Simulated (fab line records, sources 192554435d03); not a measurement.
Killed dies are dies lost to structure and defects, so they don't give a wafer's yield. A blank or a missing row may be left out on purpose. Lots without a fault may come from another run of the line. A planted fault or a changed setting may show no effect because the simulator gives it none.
Chamber matching | flow n5_finfet | N5_BEOL_M3_CMP_52 on cmp-01: 4 sister chambers
The step polishes, stops on SiOC, t overpolish 6.8 s, target thk 40 nm. 8 wafers are shown with their chamber, then 10 later ones without.

WAFERS WITH THEIR CHAMBER
wafer  | chamber | motor_current_A (A) | overpolish_run_s (s)
L077.1 | 1       | 4.8                 | 6.809
L080.5 | 0       | 6.5                 | 6.793
L086.3 | 1       | 4.9                 | 6.810
L087.2 | 3       | 6.9                 | 6.799
L087.4 | 2       | 6.8                 | 6.802
L087.6 | 3       | 6.8                 | 6.802
L088.2 | 2       | 7.0                 | 6.808
L088.5 | 0       | 6.4                 | 6.800

WAFERS WITHOUT THEIR CHAMBER
wafer  | motor_current_A (A) | overpolish_run_s (s)
L088.6 | 4.9                 | 6.805
L091.1 | 4.9                 | 6.799
L091.2 | 6.6                 | 6.807
L091.3 | 6.2                 | 6.801
L092.1 | 6.5                 | 6.796
L092.2 | 6.2                 | 6.794
L092.5 | 7.3                 | 6.820
L089.1 | 4.6                 | 6.785
L089.2 | 6.2                 | 6.808
L089.3 | 6.8                 | 6.792

WHICH CHAMBER EACH WENT THROUGH
wafer  | from the rows above          | in truth
L088.6 | 1                            | 1
L091.1 | 1                            | 1
L091.2 | can't be placed: 2 or 3 or 0 | 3
L091.3 | 0                            | 0
L092.1 | 0                            | 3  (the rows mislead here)
L092.2 | 0                            | 0
L092.5 | can't be placed: 2 or 3      | 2
L089.1 | 1                            | 1
L089.2 | 0                            | 0
L089.3 | can't be placed: 3 or 2 or 0 | 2
Placed correctly: 6 of 10. Can't be placed from these rows: 3 (the true chamber is among the candidates in 3). Placed wrongly: 1.
How it was worked out, from the rows above alone: a wafer's distance from a chamber is the root of the sum, over the readings, of the square of ((its reading less the chamber's mean) divided by the reading's scatter). The wafer belongs to the nearest chamber; if the next one is less than 2 further off, it can't be placed. A chamber's mean is the mean of its shown wafers. The scatter: the root of (the sum of the squares of (reading less its chamber's mean) over the shown wafers, divided by (wafers less chambers)).
